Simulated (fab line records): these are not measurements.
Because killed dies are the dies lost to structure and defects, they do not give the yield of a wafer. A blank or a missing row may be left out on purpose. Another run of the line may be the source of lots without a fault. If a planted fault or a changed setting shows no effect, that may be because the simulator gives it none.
Which tool was responsible? | flow nandHarc | Sampling: 11 lots, 33 wafers, 2 of 1302 route steps

## WHAT THE GAUGES SHOWED, per wafer
NHARC_P_GATE_INSPECT_28.
lot  | measured     | on               | rawDefectCount
L650 | day 5 06:31  | defectInspect-01 | 1 7 9
L652 | day 6 01:48  | defectInspect-02 | 6 9 6
L653 | day 6 10:51  | defectInspect-01 | 7 7 10
L662 | day 10 05:20 | defectInspect-02 | 599 603 604
L664 | day 11 06:54 | defectInspect-01 | 578 597 582
L665 | day 11 06:15 | defectInspect-02 | 577 601 538
L666 | day 11 18:09 | defectInspect-01 | 2 7 3
L669 | day 13 02:19 | defectInspect-02 | 10 9 4
L671 | day 13 15:05 | defectInspect-01 | 5 6 7
L672 | day 14 12:11 | defectInspect-02 | 4 4 7
L673 | day 14 12:20 | defectInspect-02 | 6 11 7

## WHICH TOOL RAN EACH LOT (tool, then ch and the chambers of the sampled wafers, then the start)
lot  | NHARC_P_GATE_CVD_17
L650 | lpcvdPoly-04 ch 0, day 5 00:47
L652 | lpcvdPoly-04 ch 0, day 5 18:29
L653 | lpcvdPoly-03 ch 0, day 6 02:22
L662 | lpcvdPoly-01 ch 0, day 9 22:39
L664 | lpcvdPoly-01 ch 0, day 10 23:12
L665 | lpcvdPoly-01 ch 0, day 10 23:12
L666 | lpcvdPoly-03 ch 0, day 11 09:56
L669 | lpcvdPoly-03 ch 0, day 12 20:07
L671 | lpcvdPoly-01 ch 0, day 13 10:25
L672 | lpcvdPoly-01 ch 0, day 14 08:06
L673 | lpcvdPoly-01 ch 0, day 14 08:06
- NHARC_P_GATE_CVD_17: deposits poly-Si, target thk 150 nm, time 900 s.

## THE ANSWER, worked out from the rows above alone
Rule: the usual values come from the lots themselves. Put in order of their means at a reading, lots are off if they are a third of the lots or fewer, leave a main group of 4 or more, and stand apart from it by a gap of 3 or more times the standard deviation of the main group's means; of several such gaps the widest counts. A main group is skipped when, at the precision printed for the reading in the tables above, its means are all equal. A lot without any number at a reading at which 4 lots or more have one is off too. Any other lot the step has rows for is counted as sound.
Off: L662, L664, L665 (NHARC_P_GATE_INSPECT_28, rawDefectCount). Main group: mean 6.4, sd 1.4.
If a tool, at a process step before that reading, ran all the lots that are off and no sound lot after the first of them, it fits. The gauges at NHARC_P_GATE_INSPECT_28 are tried like those tools. No candidate that was tried fits.

## WHAT THE SIMULATOR HAD PUT IN
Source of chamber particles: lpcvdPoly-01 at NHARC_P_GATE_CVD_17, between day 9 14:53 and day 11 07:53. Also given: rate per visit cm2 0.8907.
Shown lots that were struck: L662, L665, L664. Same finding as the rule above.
